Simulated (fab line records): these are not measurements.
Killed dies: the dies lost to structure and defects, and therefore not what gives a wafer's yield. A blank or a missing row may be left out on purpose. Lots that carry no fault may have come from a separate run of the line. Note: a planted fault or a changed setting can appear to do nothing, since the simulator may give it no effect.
fab line records	flow n5_finfet	part 1 of 2: steps 1 to 3 of 6
record: lots: 22	wafers: 66	last_day: 17
route steps=1938 shown BEOL_M5@1135
lots untouched by any fault: they come from a run of this same line in which no faults occurred
start_h: hours from the record's first day to the start of the lot's first wafer shown	wait_h: hours elapsed since this lot's preceding step	" identical to the entry in the row above	L1.1+2: a single row standing in for several wafers	- no value present, or no start provided	* or withheld: withheld	< > ~ a bound
route shown NAME@n: names a module that has steps shown in the file, with the first one's number in the route	usual: the fault-free wafers' mean and standard deviation	same: alike in all rows	chamber/n: place in a boat	sites: per-site readings	_std_site: how widely they spread, as a standard deviation	_edge_site: inner sites' mean taken away from outer sites' mean	radius_mm: how far each site lies from the wafer's centre	mask NAME#n: copy n	behind: the last tool/chamber to shape the wafer	hold: the reason the lot was held/the length of the hold in hours/how it ended	device: the transistor (n, p or np) that didn't switch	end of line: the route-end tests of the same wafers	a step without rows: its recipe alone	killed: dies lost to structure and defects at the first sort, not the wafer's yield	map: the dies of a wafer, with x for killed, . for not killed, _ for no die there
set.NAME: the setting that was run; set.NAME@STEP: the one run at that earlier step	model.NAME: the simulator's own value behind a step, which no gauge read
steps of the route over a sample of lots; a table a step, a row a wafer
services: from which hour (start_h, from the record's first day; less than 0 if before it) a tool's chamber was out of use, for how many hours, and why
== steps ==
step: N5_BEOL_M5_STRIP_64
recipe: chemistry: CF4	resist: SiARC	power_w: 300	bias_power_w: 75	pressure_mtorr: 50	cf4_flow_sccm: 150	rf_frequency_hz: 6e+07
usual: drypump_motor_current_A: 5.6/0.47	oes_product_au: 0.79/0.089	rf_vpp_V: 270.7/1.7	showerhead_plenum_p_Torr: 1.78/0.073	throttle_valve_pct: 13.6/0.3
lot.wafer	tool	chamber	start_h	wait_h	drypump_motor_current_A	oes_product_au	rf_hours_counter_h	rf_vpp_V	showerhead_plenum_p_Torr	throttle_valve_pct
L074.2	rie_diel-06	1	169.01	0.0	5.4	0.79	96	272.7	1.90	13.5
L074.3	"	3	"	"	4.8	0.82	90	272.4	1.80	13.6
L074.4	"	1	"	"	5.4	0.79	-	274.2	1.90	13.5
L075.4	rie_diel-02	1	172.50	0.0	5.4	0.69	-	269.8	1.77	14.0
L075.5	"	2	"	"	5.7	0.84	-	271.0	1.74	13.5
L075.6	"	0	"	"	5.7	0.74	-	268.8	1.68	13.9
L076.2	rie_diel-02	2	184.15	0.0	5.6	0.83	76	269.7	1.74	13.5
L076.3	"	3	"	"	6.0	0.98	3	271.8	1.82	13.1
L076.6	"	2	"	"	5.6	0.83	-	269.0	1.74	13.5
L078.2	rie_diel-02	1	187.74	0.0	5.4	0.69	233	272.4	1.77	14.0
L078.3	"	2	"	"	5.6	0.83	77	271.3	1.74	13.5
L078.4	"	3	"	"	6.0	0.97	4	271.8	1.82	13.1
L077.3	rie_diel-02	0	193.53	0.0	5.7	0.74	146	267.6	1.67	13.9
L077.5	"	3	"	"	6.0	0.97	-	272.2	1.82	13.1
L077.6	"	2	"	"	5.6	0.83	-	270.9	1.74	13.5
L079.1	rie_diel-03	1	193.68	0.0	5.0	0.87	33	271.9	1.90	13.3
L079.2	"	2	"	"	5.3	0.84	49	269.7	1.73	13.5
L079.6	"	1	"	"	5.0	0.87	-	272.4	1.90	13.3
L080.1	rie_diel-06	3	197.06	0.0	4.8	0.81	97	271.2	1.80	13.6
L080.3	"	0	"	"	6.2	0.71	224	268.3	1.72	14.2
L080.4	"	1	"	"	5.4	0.78	103	272.5	1.89	13.5
L081.1	rie_diel-03	3	203.87	0.0	6.4	0.68	242	269.5	1.72	13.8
L081.3	"	2	"	"	5.3	0.84	54	269.6	1.73	13.5
L081.6	"	3	"	"	6.4	0.69	-	268.6	1.72	13.8
L082.1	rie_diel-02	3	215.33	0.0	6.0	0.94	11	271.5	1.82	13.2
L082.3	"	2	"	"	5.6	0.83	86	271.1	1.74	13.5
L082.4	"	0	"	"	5.7	0.74	152	269.1	1.67	13.9
L084.2	rie_diel-02	0	225.11	0.0	5.7	0.73	154	268.3	1.67	13.9
L084.3	"	3	"	"	6.0	0.93	14	271.7	1.82	13.2
L084.6	"	2	"	"	5.7	0.82	-	269.9	1.73	13.5
L085.2	rie_diel-02	1	231.89	0.0	5.4	0.68	247	268.8	1.76	14.1
L085.4	"	0	"	"	5.7	0.73	156	267.7	1.67	14.0
L085.5	"	1	"	"	5.5	0.68	-	271.2	1.76	14.1
L086.2	rie_diel-02	1	234.91	0.0	5.5	0.68	247	269.8	1.76	14.1
L086.3	"	3	"	"	6.0	0.93	17	271.6	1.82	13.2
L086.6	"	1	"	"	5.5	0.68	-	270.9	1.76	14.1
L087.3	rie_diel-06	3	248.63	0.0	4.8	0.80	113	272.0	1.80	13.7
L087.5	"	0	"	"	6.2	0.69	-	269.2	1.72	14.2
L087.6	"	3	"	"	4.7	0.80	-	270.6	1.80	13.6
L089.1	rie_diel-06	1	250.95	0.0	5.4	0.77	118	273.8	1.89	13.5
L089.2	"	3	"	"	4.7	0.79	114	270.1	1.80	13.6
L089.3	"	0	"	"	6.2	0.69	240	269.9	1.72	14.2
L090.1	rie_diel-02	2	266.14	0.0	5.7	0.81	103	269.4	1.73	13.5
L090.3	"	1	"	"	5.5	0.96	1	270.6	1.76	13.5
L090.5	"	3	"	"	6.0	0.90	-	272.7	1.82	13.2
L091.2	rie_diel-06	0	269.93	0.0	6.3	0.69	249	268.7	1.72	14.2
L091.5	"	1	"	"	5.4	0.77	-	271.8	1.89	13.6
L091.6	"	3	"	"	4.7	0.79	-	270.3	1.79	13.7
L093.2	rie_diel-03	2	279.23	0.0	5.3	0.80	85	269.2	1.72	13.6
L093.3	"	1	"	"	5.0	0.81	68	272.8	1.89	13.3
L093.4	"	0	"	"	5.9	0.68	217	273.6	1.86	13.7
L092.1	rie_diel-02	2	283.89	0.0	5.6	0.80	110	270.6	1.73	13.6
L092.2	"	0	"	"	5.7	0.72	174	269.1	1.67	14.0
L092.4	"	0	"	"	5.7	0.71	-	267.3	1.67	14.0
L095.2	rie_diel-02	0	288.93	0.0	5.7	0.71	176	267.2	1.67	14.0
L095.5	"	0	"	"	5.7	0.72	-	268.0	1.67	14.0
L095.6	"	2	"	"	5.7	0.80	-	269.7	1.73	13.6
L094.3	rie_diel-06	2	292.38	0.0	4.7	0.97	-	269.4	1.77	13.4
L094.4	"	1	"	"	5.4	0.76	-	272.2	1.88	13.6
L094.6	"	2	"	"	4.8	0.97	-	271.6	1.77	13.4
L096.4	rie_diel-03	3	298.79	0.0	6.5	0.94	9	274.9	1.92	13.3
L096.5	"	1	"	"	5.0	0.81	-	272.7	1.89	13.3
L096.6	"	2	"	"	5.3	0.78	-	269.5	1.72	13.6
L097.2	rie_diel-03	2	314.17	0.0	5.3	0.79	95	269.8	1.72	13.6
L097.4	"	3	"	"	6.4	0.93	14	275.0	1.92	13.3
L097.6	"	0	"	"	5.9	0.68	-	271.8	1.86	13.7
step: N5_BEOL_M5_ETCH_67
recipe: chemistry: CF4	target: SiARC	target_depth_a: 156	mask_material: CAR-EUV	time_s: 26	ion_energy_ev: 80	pressure_mtorr: 40	source_w: 545	bias_w: 36	Ar_flow_sccm: 100	cf4_flow_sccm: 100	ends: cleared
usual: drypump_motor_current_A: 5.6/0.5	etch_rf_on_time_s: 26.6/0.6	oes_product_au: 0.68/0.077	rf_vpp_V: 183.8/1.5	showerhead_plenum_p_Torr: 2.12/0.092	throttle_valve_pct: 15.67/0.26
lot.wafer	tool	chamber	start_h	wait_h	drypump_motor_current_A	etch_rf_on_time_s	oes_product_au	rf_hours_counter_h	rf_vpp_V	showerhead_plenum_p_Torr	throttle_valve_pct
L074.2	rie_diel-02	2	172.56	0.0	5.6	26.3	0.72	73	183.0	2.07	15.51
L074.3	"	0	"	"	5.7	27.0	0.63	140	182.4	2.00	15.94
L074.4	"	2	"	"	5.7	26.2	0.72	-	183.1	2.08	15.53
L075.4	rie_diel-02	2	173.34	0.0	5.6	26.5	0.71	-	181.6	2.08	15.51
L075.5	"	0	"	"	5.7	27.2	0.62	-	182.9	2.00	15.94
L075.6	"	1	"	"	5.5	26.6	0.59	-	184.2	2.11	16.05
L076.2	rie_diel-02	3	185.03	0.0	6.0	27.4	0.81	3	183.9	2.20	15.28
L076.3	"	2	"	"	5.7	26.2	0.72	76	181.6	2.07	15.51
L076.6	"	2	"	"	5.7	26.2	0.71	-	184.2	2.07	15.52
L078.2	rie_diel-06	1	188.83	0.0	5.4	24.8	0.70	100	185.9	2.26	15.55
L078.3	"	0	"	"	6.3	26.2	0.61	222	182.8	2.04	16.15
L078.4	"	2	"	"	4.7	27.5	0.59	229	183.9	2.13	15.97
L077.3	rie_diel-03	1	195.52	0.0	5.0	26.3	0.75	34	184.2	2.27	15.30
L077.5	"	2	"	"	5.3	26.6	0.72	-	182.9	2.08	15.59
L077.6	"	1	"	"	5.0	26.3	0.75	-	185.4	2.27	15.32
L079.1	rie_diel-06	1	195.70	0.0	5.4	24.9	0.69	102	186.2	2.26	15.56
L079.2	"	3	"	"	4.7	25.3	0.71	97	183.7	2.14	15.59
L079.6	"	3	"	"	4.7	25.4	0.71	-	183.9	2.14	15.61
L080.1	rie_diel-06	3	200.18	0.0	4.7	25.4	0.71	98	184.1	2.14	15.62
L080.3	"	0	"	"	6.2	26.0	0.61	225	182.6	2.04	16.16
L080.4	"	2	"	"	4.7	27.2	0.58	233	183.8	2.12	15.99
L081.1	rie_diel-03	1	205.62	0.0	5.0	26.3	0.74	38	185.8	2.27	15.30
L081.3	"	3	"	"	6.4	26.8	0.59	243	183.7	2.03	15.77
L081.6	"	2	"	"	5.3	26.4	0.72	-	182.0	2.07	15.60
L082.1	rie_diel-02	2	216.92	0.0	5.6	26.6	0.70	86	182.9	2.07	15.54
L082.3	"	3	"	"	6.0	27.6	0.78	12	183.9	2.20	15.31
L082.4	"	0	"	"	5.7	26.8	0.63	152	182.4	1.99	15.95
L084.2	rie_diel-02	0	227.10	0.0	5.7	26.6	0.62	155	181.2	1.99	15.96
L084.3	"	1	"	"	5.4	26.8	0.58	245	182.1	2.11	16.10
L084.6	"	0	"	"	5.7	26.5	0.62	-	181.0	1.99	15.97
L085.2	rie_diel-02	0	234.37	0.0	5.7	26.3	0.63	157	181.2	1.99	15.96
L085.4	"	3	"	"	6.0	27.3	0.77	17	185.4	2.20	15.32
L085.5	"	2	"	"	5.7	26.9	0.70	-	182.8	2.07	15.55
L086.2	rie_diel-02	1	236.63	0.0	5.5	26.7	0.58	248	183.9	2.11	16.09
L086.3	"	0	"	"	5.7	26.5	0.62	157	182.4	1.99	15.97
L086.6	"	3	"	"	6.0	27.5	0.77	-	185.6	2.20	15.32
L087.3	rie_diel-03	3	249.42	0.0	6.4	26.8	0.57	260	183.7	2.02	15.78
L087.5	"	3	"	"	6.5	26.9	0.57	-	181.7	2.02	15.79
L087.6	"	1	"	"	5.0	26.5	0.72	-	184.3	2.26	15.35
L089.1	rie_diel-03	1	251.75	0.0	5.0	26.5	0.72	56	185.8	2.26	15.35
L089.2	"	2	"	"	5.3	26.6	0.68	73	183.9	2.07	15.64
L089.3	"	3	"	"	6.5	26.6	0.58	261	181.4	2.02	15.82
L090.1	rie_diel-02	0	268.58	0.0	5.7	26.9	0.62	169	181.0	1.99	15.98
L090.3	"	1	"	"	5.5	27.0	0.80	2	182.9	2.11	15.59
L090.5	"	1	"	"	5.4	27.1	0.80	-	183.6	2.11	15.58
L091.2	rie_diel-02	2	270.64	0.0	5.6	26.3	0.69	105	183.5	2.07	15.59
L091.5	"	1	"	"	5.5	26.6	0.81	-	184.2	2.11	15.58
L091.6	"	2	"	"	5.6	26.5	0.69	-	183.5	2.06	15.57
L093.2	rie_diel-03	2	280.22	0.0	5.2	27.1	0.67	85	183.7	2.06	15.67
L093.3	"	1	"	"	5.0	26.9	0.70	69	184.0	2.26	15.39
L093.4	"	3	"	"	6.5	26.4	0.84	2	185.9	2.28	15.27
L092.1	rie_diel-03	0	285.10	0.0	5.9	26.1	0.58	219	185.6	2.22	15.71
L092.2	"	1	"	"	5.0	26.3	0.70	71	183.7	2.25	15.37
L092.4	"	3	"	"	6.5	25.8	0.84	4	185.1	2.28	15.28
L095.2	rie_diel-03	3	290.54	0.0	6.5	26.3	0.83	6	186.5	2.28	15.28
L095.5	"	0	"	"	5.9	26.4	0.58	-	184.7	2.22	15.72
L095.6	"	1	"	"	5.0	26.2	0.70	-	185.8	2.25	15.38
L094.3	rie_diel-03	2	294.86	0.0	5.2	27.0	0.67	89	183.9	2.06	15.69
L094.4	"	3	"	"	6.5	26.3	0.82	7	185.9	2.28	15.27
L094.6	"	3	"	"	6.5	26.3	0.82	-	186.3	2.28	15.27
L096.4	rie_diel-02	1	300.69	0.0	5.4	27.0	0.76	-	184.6	2.10	15.59
L096.5	"	0	"	"	5.7	26.9	0.60	-	182.0	1.98	16.02
L096.6	"	2	"	"	5.6	26.8	0.68	-	184.1	2.06	15.60
L097.2	rie_diel-06	2	315.11	0.0	4.7	27.2	0.80	11	184.0	2.11	15.52
L097.4	"	2	"	"	4.7	27.2	0.79	-	182.8	2.11	15.52
L097.6	"	3	"	"	4.8	25.9	0.68	-	184.2	2.13	15.67
step: N5_BEOL_M5_ETCH_68
recipe: chemistry: N2/H2	target: SOC	target_depth_a: 800	overetch_a: 160	mask_material: SiARC	temp_c: 40	time_s: 120	ion_energy_ev: 200	pressure_mtorr: 30	source_w: 840	bias_w: 150	n2_flow_sccm: 200	h2_flow_sccm: 200
usual: drypump_motor_current_A: 5.6/0.49	h2_flow_sccm: 200.0/0.54	oes_product_au: 0.62/0.069	rf_vpp_V: 523/3.3	showerhead_plenum_p_Torr: 2.52/0.11	temp_c: 39.99/0.099	throttle_valve_pct: 17.84/0.28
lot.wafer	tool	chamber	start_h	wait_h	drypump_motor_current_A	h2_flow_sccm	oes_product_au	rf_hours_counter_h	rf_vpp_V	showerhead_plenum_p_Torr	temp_c	throttle_valve_pct
L074.2	rie_diel-02	2	172.59	0.0	5.7	200.4	0.65	73	522	2.45	40.18	17.73
L074.3	"	0	"	"	5.7	199.9	0.58	140	519	2.36	39.92	18.27
L074.4	"	2	"	"	5.6	200.0	0.65	-	522	2.45	40.03	17.72
L075.4	rie_diel-02	2	173.39	0.0	5.6	199.1	0.65	-	522	2.45	39.89	17.72
L075.5	"	0	"	"	5.7	200.5	0.57	-	518	2.36	40.03	18.27
L075.6	"	1	"	"	5.5	201.2	0.53	-	524	2.49	39.94	18.18
L076.2	rie_diel-02	3	185.06	0.0	6.0	199.1	0.76	3	525	2.62	39.98	17.47
L076.3	"	2	"	"	5.7	199.1	0.64	76	522	2.45	40.08	17.74
L076.6	"	2	"	"	5.6	199.6	0.65	-	520	2.45	40.05	17.74
L078.2	rie_diel-06	1	188.86	0.0	5.4	200.1	0.61	100	528	2.64	40.12	17.42
L078.3	"	0	"	"	6.3	200.0	0.55	222	521	2.42	39.93	18.37
L078.4	"	2	"	"	4.8	200.8	0.55	229	522	2.51	39.96	18.18
L077.3	rie_diel-03	1	195.55	0.0	5.0	200.4	0.67	34	528	2.71	40.07	17.59
L077.5	"	2	"	"	5.3	199.7	0.65	-	522	2.47	40.02	17.79
L077.6	"	1	"	"	5.1	200.0	0.66	-	528	2.71	39.98	17.58
L079.1	rie_diel-06	1	195.73	0.0	5.4	199.5	0.61	102	527	2.64	39.96	17.46
L079.2	"	3	"	"	4.7	200.2	0.63	97	524	2.55	39.95	17.75
L079.6	"	3	"	"	4.8	200.1	0.63	-	525	2.55	39.94	17.74
L080.1	rie_diel-06	3	200.20	0.0	4.8	200.2	0.62	98	523	2.55	39.94	17.76
L080.3	"	0	"	"	6.2	200.0	0.55	225	520	2.42	40.02	18.36
L080.4	"	2	"	"	4.8	200.5	0.53	233	522	2.51	40.17	18.19
L081.1	rie_diel-03	1	205.65	0.0	5.0	199.3	0.66	38	527	2.71	39.87	17.62
L081.3	"	3	"	"	6.4	200.1	0.53	243	519	2.40	39.93	17.83
L081.6	"	2	"	"	5.3	200.8	0.65	-	522	2.47	39.86	17.78
L082.1	rie_diel-02	2	216.95	0.0	5.6	200.4	0.63	86	522	2.45	40.05	17.75
L082.3	"	3	"	"	6.0	200.2	0.72	12	525	2.62	40.02	17.51
L082.4	"	0	"	"	5.7	199.1	0.57	152	517	2.36	39.97	18.26
L084.2	rie_diel-02	0	227.13	0.0	5.7	199.2	0.57	155	519	2.35	40.12	18.26
L084.3	"	1	"	"	5.4	200.6	0.52	245	524	2.49	40.13	18.18
L084.6	"	0	"	"	5.7	200.1	0.56	-	518	2.35	40.00	18.27
L085.2	rie_diel-02	0	234.40	0.0	5.7	199.9	0.56	157	518	2.35	39.96	18.28
L085.4	"	3	"	"	6.0	199.6	0.71	17	526	2.62	39.93	17.50
L085.5	"	2	"	"	5.6	201.1	0.64	-	521	2.44	39.96	17.76
L086.2	rie_diel-02	1	236.66	0.0	5.5	199.8	0.53	248	522	2.49	39.79	18.20
L086.3	"	0	"	"	5.7	200.2	0.56	157	517	2.35	40.18	18.28
L086.6	"	3	"	"	6.0	199.3	0.71	-	527	2.61	39.81	17.52
L087.3	rie_diel-03	3	249.45	0.0	6.5	199.2	0.52	260	518	2.39	39.76	17.85
L087.5	"	3	"	"	6.4	199.2	0.52	-	519	2.39	39.73	17.85
L087.6	"	1	"	"	5.0	199.6	0.66	-	528	2.70	39.91	17.63
L089.1	rie_diel-03	1	251.78	0.0	5.0	200.0	0.66	56	530	2.70	40.22	17.63
L089.2	"	2	"	"	5.3	200.4	0.63	73	521	2.46	40.01	17.81
L089.3	"	3	"	"	6.5	200.1	0.52	261	519	2.39	40.05	17.86
L090.1	rie_diel-02	0	268.61	0.0	5.7	200.0	0.56	169	518	2.35	40.00	18.30
L090.3	"	1	"	"	5.5	199.8	0.73	2	523	2.48	40.02	17.72
L090.5	"	1	"	"	5.5	199.5	0.72	-	521	2.49	40.08	17.70
L091.2	rie_diel-02	2	270.67	0.0	5.7	200.5	0.62	106	522	2.44	39.88	17.79
L091.5	"	1	"	"	5.5	200.5	0.72	-	520	2.48	39.99	17.71
L091.6	"	2	"	"	5.7	200.2	0.62	-	522	2.44	39.95	17.77
L093.2	rie_diel-03	2	280.25	0.0	5.3	198.8	0.62	85	522	2.46	40.08	17.83
L093.3	"	1	"	"	5.0	199.8	0.63	69	529	2.70	40.07	17.64
L093.4	"	3	"	"	6.5	199.2	0.75	2	529	2.71	40.02	17.37
L092.1	rie_diel-03	0	285.13	0.0	5.9	199.4	0.53	219	525	2.63	40.16	17.74
L092.2	"	1	"	"	5.0	199.9	0.63	71	528	2.69	40.01	17.66
L092.4	"	3	"	"	6.5	199.7	0.75	4	528	2.71	39.88	17.37
L095.2	rie_diel-03	3	290.57	0.0	6.5	200.3	0.73	6	530	2.71	40.01	17.37
L095.5	"	0	"	"	5.9	200.2	0.53	-	526	2.63	39.86	17.75
L095.6	"	1	"	"	5.1	200.3	0.64	-	528	2.69	39.79	17.65
L094.3	rie_diel-03	2	294.89	0.0	5.3	199.2	0.61	89	521	2.46	39.95	17.84
L094.4	"	3	"	"	6.5	201.1	0.73	7	529	2.71	40.02	17.39
L094.6	"	3	"	"	6.5	200.1	0.74	-	529	2.71	39.87	17.36
L096.4	rie_diel-02	1	300.74	0.0	5.4	199.8	0.70	-	522	2.48	40.14	17.73
L096.5	"	0	"	"	5.7	200.4	0.55	-	519	2.34	40.09	18.32
L096.6	"	2	"	"	5.6	200.1	0.61	-	523	2.43	39.99	17.79
L097.2	rie_diel-06	2	315.13	0.0	4.7	199.5	0.72	11	523	2.50	40.03	17.73
L097.4	"	2	"	"	4.7	199.9	0.72	-	523	2.50	40.06	17.72
L097.6	"	3	"	"	4.7	199.1	0.60	-	525	2.54	40.16	17.81
